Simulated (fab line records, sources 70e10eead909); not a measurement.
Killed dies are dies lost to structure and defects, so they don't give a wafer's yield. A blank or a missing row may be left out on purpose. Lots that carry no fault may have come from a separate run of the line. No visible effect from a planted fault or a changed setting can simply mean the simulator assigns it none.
Which tool was responsible? :: flow nandHarc :: Sampling: 12 lots, 36 wafers, 6 of 1302 route steps

## WHAT EACH GAUGE READ, for each wafer
NHARC_P_CONTACT_CD_MEAS_19. Usual: cdNm at 89.7 nm, with a standard deviation of 1.
lot: L397
measured: day 6 10:55
on: cdSem-02
cdNm (nm): 89.7 88.9 90.4
flag: 

lot: L398
measured: day 6 15:02
on: cdSem-02
cdNm (nm): 91.0 90.5 91.6
flag: 

lot: L401
measured: day 8 00:05
on: cdSem-03
cdNm (nm): 91.3 90.9 90.1
flag: 

lot: L402
measured: day 8 11:15
on: cdSem-01
cdNm (nm): 89.9 90.5 90.1
flag: 

lot: L404
measured: day 9 02:40
on: cdSem-03
cdNm (nm): 89.8 90.4 88.4
flag: 

lot: L405
measured: day 9 21:35
on: cdSem-01
cdNm (nm): 91.1 89.8 91.9
flag: 

lot: L409
measured: day 11 07:25
on: cdSem-01
cdNm (nm): 88.8 89.2 88.3
flag: 

lot: L410
measured: day 12 00:18
on: cdSem-02
cdNm (nm): 90.4 89.9 89.4
flag: 

lot: L411
measured: day 12 01:05
on: cdSem-02
cdNm (nm): 90.5 89.4 89.9
flag: 

lot: L417
measured: day 14 20:19
on: cdSem-03
cdNm (nm): 90.1 88.7 87.8
flag: 

lot: L418
measured: day 15 04:55
on: cdSem-01
cdNm (nm): 90.1 90.3 87.7
flag: 

lot: L419
measured: day 15 15:53
on: cdSem-02
cdNm (nm): 89.7 89.6 89.6
flag: 

NHARC_P_M1_CD_MEAS_09 targets a cd of 130 nm. Usual: cdNm at 130.0 nm, with a standard deviation of 0.59.
lot: L397
measured: day 6 18:25
on: cdSem-01
cdNm (nm): 130.0 130.2 129.8
flag: 

lot: L398
measured: day 6 22:15
on: cdSem-03
cdNm (nm): 129.4 130.3 130.1
flag: 

lot: L401
measured: day 8 07:26
on: cdSem-02
cdNm (nm): 129.9 129.7 130.1
flag: 

lot: L402
measured: day 8 18:40
on: cdSem-01
cdNm (nm): 131.0 130.5 129.8
flag: 

lot: L404
measured: day 9 10:10
on: cdSem-02
cdNm (nm): 130.1 129.8 130.5
flag: 

lot: L405
measured: day 10 04:56
on: cdSem-01
cdNm (nm): 129.6 129.5 129.6
flag: 

lot: L409
measured: day 11 14:36
on: cdSem-02
cdNm (nm): 135.8 136.2 135.7
flag: OFF

lot: L410
measured: day 12 07:13
on: cdSem-03
cdNm (nm): 129.4 130.4 129.9
flag: 

lot: L411
measured: day 12 08:07
on: cdSem-01
cdNm (nm): 135.9 135.9 136.1
flag: OFF

lot: L417
measured: day 15 03:40
on: cdSem-03
cdNm (nm): 130.0 129.6 130.2
flag: 

lot: L418
measured: day 15 12:28
on: cdSem-01
cdNm (nm): 130.2 130.7 130.7
flag: 

lot: L419
measured: day 15 22:57
on: cdSem-02
cdNm (nm): 129.2 129.2 128.8
flag: 

NHARC_END_SORT_01. Usual: for defectLimitedYield, 90 % with a standard deviation of 3.3; for killedAtArray, 61 with a standard deviation of 22; for killedAtOther, 0.8 with a standard deviation of 1; for killedAtPeriphery, 3.8 with a standard deviation of 2.3; for killedDies, 66 with a standard deviation of 22; for killedOpen, 3.2 with a standard deviation of 1.9; for killedShort, 2.8 with a standard deviation of 1.8.
lot: L405
measured: day 28 02:14
on: prober-02
defectLimitedYield (%): 91 90 95
killedAtArray: 56 62 29
killedAtOther: 0 0 0
killedAtPeriphery: 2 6 3
killedDies: 58 68 32
killedOpen: 4 3 2
killedShort: 1 7 3
flag: 

## EACH LOT AND THE TOOL THAT RAN IT (in order: tool; ch and the chambers of the sampled wafers; start)
lot: L397
NHARC_P_M0_ANNEAL_30: rtpAnneal-02 ch 0, day 6 15:56
NHARC_P_M1_PEB_07: lithoTrack-01 ch 0, day 6 18:20
NHARC_P_M1_STRIP_18: rieDiel-13 ch 1,2,3, day 6 19:04

lot: L398
NHARC_P_M0_ANNEAL_30: rtpAnneal-02 ch 0, day 6 20:01
NHARC_P_M1_PEB_07: lithoTrack-04 ch 0, day 6 22:10
NHARC_P_M1_STRIP_18: rieDiel-07 ch 0,1,2, day 6 22:51

lot: L401
NHARC_P_M0_ANNEAL_30: rtpAnneal-01 ch 0, day 8 05:19
NHARC_P_M1_PEB_07: lithoTrack-06 ch 0, day 8 07:20
NHARC_P_M1_STRIP_18: rieDiel-13 ch 2,3, day 8 08:04

lot: L402
NHARC_P_M0_ANNEAL_30: rtpAnneal-02 ch 0, day 8 16:17
NHARC_P_M1_PEB_07: lithoTrack-01 ch 0, day 8 18:35
NHARC_P_M1_STRIP_18: rieDiel-09 ch 1,2,3, day 8 19:14

lot: L404
NHARC_P_M0_ANNEAL_30: rtpAnneal-02 ch 0, day 9 08:00
NHARC_P_M1_PEB_07: lithoTrack-01 ch 0, day 9 10:05
NHARC_P_M1_STRIP_18: rieDiel-07 ch 0,1,2, day 9 10:46

lot: L405
NHARC_P_M0_ANNEAL_30: rtpAnneal-02 ch 0, day 10 02:34
NHARC_P_M1_PEB_07: lithoTrack-01 ch 0, day 10 04:51
NHARC_P_M1_STRIP_18: rieDiel-07 ch 1,2, day 10 05:31

lot: L409
NHARC_P_M0_ANNEAL_30: rtpAnneal-01 ch 0, day 11 12:26
NHARC_P_M1_PEB_07: lithoTrack-01 ch 0, day 11 14:31
NHARC_P_M1_STRIP_18: rieDiel-13 ch 2,3, day 11 15:10

lot: L410
NHARC_P_M0_ANNEAL_30: rtpAnneal-02 ch 0, day 12 05:08
NHARC_P_M1_PEB_07: lithoTrack-06 ch 0, day 12 07:08
NHARC_P_M1_STRIP_18: rieDiel-07 ch 1,2, day 12 07:47

lot: L411
NHARC_P_M0_ANNEAL_30: rtpAnneal-01 ch 0, day 12 06:02
NHARC_P_M1_PEB_07: lithoTrack-01 ch 0, day 12 08:02
NHARC_P_M1_STRIP_18: rieDiel-09 ch 0,1,3, day 12 09:11

lot: L417
NHARC_P_M0_ANNEAL_30: rtpAnneal-01 ch 0, day 15 01:20
NHARC_P_M1_PEB_07: lithoTrack-04 ch 0, day 15 03:35
NHARC_P_M1_STRIP_18: rieDiel-13 ch 2,3, day 15 04:14

lot: L418
NHARC_P_M0_ANNEAL_30: rtpAnneal-02 ch 0, day 15 10:11
NHARC_P_M1_PEB_07: lithoTrack-04 ch 0, day 15 12:23
NHARC_P_M1_STRIP_18: rieDiel-07 ch 0,1, day 15 13:10

lot: L419
NHARC_P_M0_ANNEAL_30: rtpAnneal-02 ch 0, day 15 20:52
NHARC_P_M1_PEB_07: lithoTrack-01 ch 0, day 15 22:53
NHARC_P_M1_STRIP_18: rieDiel-09 ch 2,3, day 15 23:41
- NHARC_P_M0_ANNEAL_30: time 90 s.
- NHARC_P_M1_PEB_07: peb time 65 s.
- NHARC_P_M1_STRIP_18: strips in N2/H2.

## AS READ BY THE TOOLS THEMSELVES (means over the sampled wafers that have a number; for cases with no such wafer, the mark the record gives instead)
NHARC_P_M0_ANNEAL_30. Usual: wafer_temp_C_max at 225.53, with a standard deviation of 0.2.
lot: L397
tool: rtpAnneal-02
wafer_temp_C_max: 225.64
flag: 

lot: L398
tool: rtpAnneal-02
wafer_temp_C_max: 225.54
flag: 

lot: L401
tool: rtpAnneal-01
wafer_temp_C_max: 225.44
flag: 

lot: L402
tool: rtpAnneal-02
wafer_temp_C_max: 225.65
flag: 

lot: L404
tool: rtpAnneal-02
wafer_temp_C_max: 225.17
flag: 

lot: L405
tool: rtpAnneal-02
wafer_temp_C_max: 225.40
flag: 

lot: L409
tool: rtpAnneal-01
wafer_temp_C_max: 225.42
flag: 

lot: L410
tool: rtpAnneal-02
wafer_temp_C_max: 225.63
flag: 

lot: L411
tool: rtpAnneal-01
wafer_temp_C_max: 225.68
flag: 

lot: L417
tool: rtpAnneal-01
wafer_temp_C_max: 225.62
flag: 

lot: L418
tool: rtpAnneal-02
wafer_temp_C_max: 225.54
flag: 

lot: L419
tool: rtpAnneal-02
wafer_temp_C_max: 225.54
flag: 

NHARC_P_M1_PEB_07. Usual: heaterPowerTotalW 156.5 W, standard deviation 0.43; plateTempC 99.98 C, standard deviation 0.12.
lot: L397
tool: lithoTrack-01
heaterPowerTotalW (W): 156.5
plateTempC (C): 99.99
flag: 

lot: L398
tool: lithoTrack-04
heaterPowerTotalW (W): 156.2
plateTempC (C): 99.70
flag: 

lot: L401
tool: lithoTrack-06
heaterPowerTotalW (W): 156.8
plateTempC (C): 100.02
flag: 

lot: L402
tool: lithoTrack-01
heaterPowerTotalW (W): 156.4
plateTempC (C): 100.04
flag: 

lot: L404
tool: lithoTrack-01
heaterPowerTotalW (W): 156.5
plateTempC (C): 100.04
flag: 

lot: L405
tool: lithoTrack-01
heaterPowerTotalW (W): 156.5
plateTempC (C): 100.07
flag: 

lot: L409
tool: lithoTrack-01
heaterPowerTotalW (W): 160.3
plateTempC (C): 101.71
flag: OFF

lot: L410
tool: lithoTrack-06
heaterPowerTotalW (W): 156.4
plateTempC (C): 100.09
flag: 

lot: L411
tool: lithoTrack-01
heaterPowerTotalW (W): 160.2
plateTempC (C): 101.60
flag: OFF

lot: L417
tool: lithoTrack-04
heaterPowerTotalW (W): 156.8
plateTempC (C): 99.94
flag: 

lot: L418
tool: lithoTrack-04
heaterPowerTotalW (W): 156.3
plateTempC (C): 100.01
flag: 

lot: L419
tool: lithoTrack-01
heaterPowerTotalW (W): 156.3
plateTempC (C): 99.93
flag: 

NHARC_P_M1_STRIP_18. Usual: drypumpMotorCurrentA 5.8 A, standard deviation 0.48; oesProductAu 0.999 a.u., standard deviation 0.0072; rfVppV 90.9 V, standard deviation 1; showerheadPlenumPTorr 2.06 Torr, standard deviation 0.088; throttleValvePct 14.170 %, standard deviation 0.0093.
lot: L397
tool: rieDiel-13
drypumpMotorCurrentA (A): 5.7
oesProductAu (a.u.): 0.995
rfVppV (V): 91.4
showerheadPlenumPTorr (Torr): 2.10
throttleValvePct (%): 14.170
flag: 

lot: L398
tool: rieDiel-07
drypumpMotorCurrentA (A): 5.7
oesProductAu (a.u.): 1.003
rfVppV (V): 90.6
showerheadPlenumPTorr (Torr): 2.10
throttleValvePct (%): 14.154
flag: 

lot: L401
tool: rieDiel-13
drypumpMotorCurrentA (A): 5.9
oesProductAu (a.u.): 1.000
rfVppV (V): 91.0
showerheadPlenumPTorr (Torr): 2.04
throttleValvePct (%): 14.164
flag: 

lot: L402
tool: rieDiel-09
drypumpMotorCurrentA (A): 6.0
oesProductAu (a.u.): 0.995
rfVppV (V): 91.1
showerheadPlenumPTorr (Torr): 2.05
throttleValvePct (%): 14.160
flag: 

lot: L404
tool: rieDiel-07
drypumpMotorCurrentA (A): 5.6
oesProductAu (a.u.): 1.004
rfVppV (V): 91.1
showerheadPlenumPTorr (Torr): 2.10
throttleValvePct (%): 14.173
flag: 

lot: L405
tool: rieDiel-07
drypumpMotorCurrentA (A): 5.9
oesProductAu (a.u.): 0.999
rfVppV (V): 90.3
showerheadPlenumPTorr (Torr): 2.06
throttleValvePct (%): 14.172
flag: 

lot: L409
tool: rieDiel-13
drypumpMotorCurrentA (A): 6.0
oesProductAu (a.u.): 0.994
rfVppV (V): 91.4
showerheadPlenumPTorr (Torr): 2.11
throttleValvePct (%): 14.170
flag: 

lot: L410
tool: rieDiel-07
drypumpMotorCurrentA (A): 5.6
oesProductAu (a.u.): 1.000
rfVppV (V): 90.7
showerheadPlenumPTorr (Torr): 2.11
throttleValvePct (%): 14.173
flag: 

lot: L411
tool: rieDiel-09
drypumpMotorCurrentA (A): 5.6
oesProductAu (a.u.): 0.998
rfVppV (V): 90.2
showerheadPlenumPTorr (Torr): 2.04
throttleValvePct (%): 14.170
flag: 

lot: L417
tool: rieDiel-13
drypumpMotorCurrentA (A): 5.9
oesProductAu (a.u.): 0.999
rfVppV (V): 91.2
showerheadPlenumPTorr (Torr): 2.03
throttleValvePct (%): 14.172
flag: 

lot: L418
tool: rieDiel-07
drypumpMotorCurrentA (A): 5.7
oesProductAu (a.u.): 1.002
rfVppV (V): 90.5
showerheadPlenumPTorr (Torr): 2.08
throttleValvePct (%): 14.167
flag: 

lot: L419
tool: rieDiel-09
drypumpMotorCurrentA (A): 5.8
oesProductAu (a.u.): 0.998
rfVppV (V): 91.9
showerheadPlenumPTorr (Torr): 2.08
throttleValvePct (%): 14.169
flag: 

## THE ANSWER, worked out from the rows above alone
Rule: a lot counts as off when the mean over its wafers that have a number is more than 3 standard deviations away from the usual mean. A lot without any number at a reading at which 4 lots or more have one is off too. Where the step has rows for the other lots, those lots are counted as sound. Order of review: gauges by route order, followed by the tools' own readings, for which a lot's mean as printed above is used. At the first step where some lot is off, the reading lying furthest off is the one used; lots without a number count as furthest.
Off: L409, L411 (NHARC_P_M1_CD_MEAS_09, cdNm).
A tool fits if, at a process step before that reading, it ran every lot that is off, and no sound lot after the first of them. The gauges at NHARC_P_M1_CD_MEAS_09 aren't tried: what is off there is off at NHARC_P_M1_PEB_07 too, on other tools, and a gauge's error can't cause that. None of those tried fits.

## WHAT HAD BEEN PUT IN BY THE SIMULATOR
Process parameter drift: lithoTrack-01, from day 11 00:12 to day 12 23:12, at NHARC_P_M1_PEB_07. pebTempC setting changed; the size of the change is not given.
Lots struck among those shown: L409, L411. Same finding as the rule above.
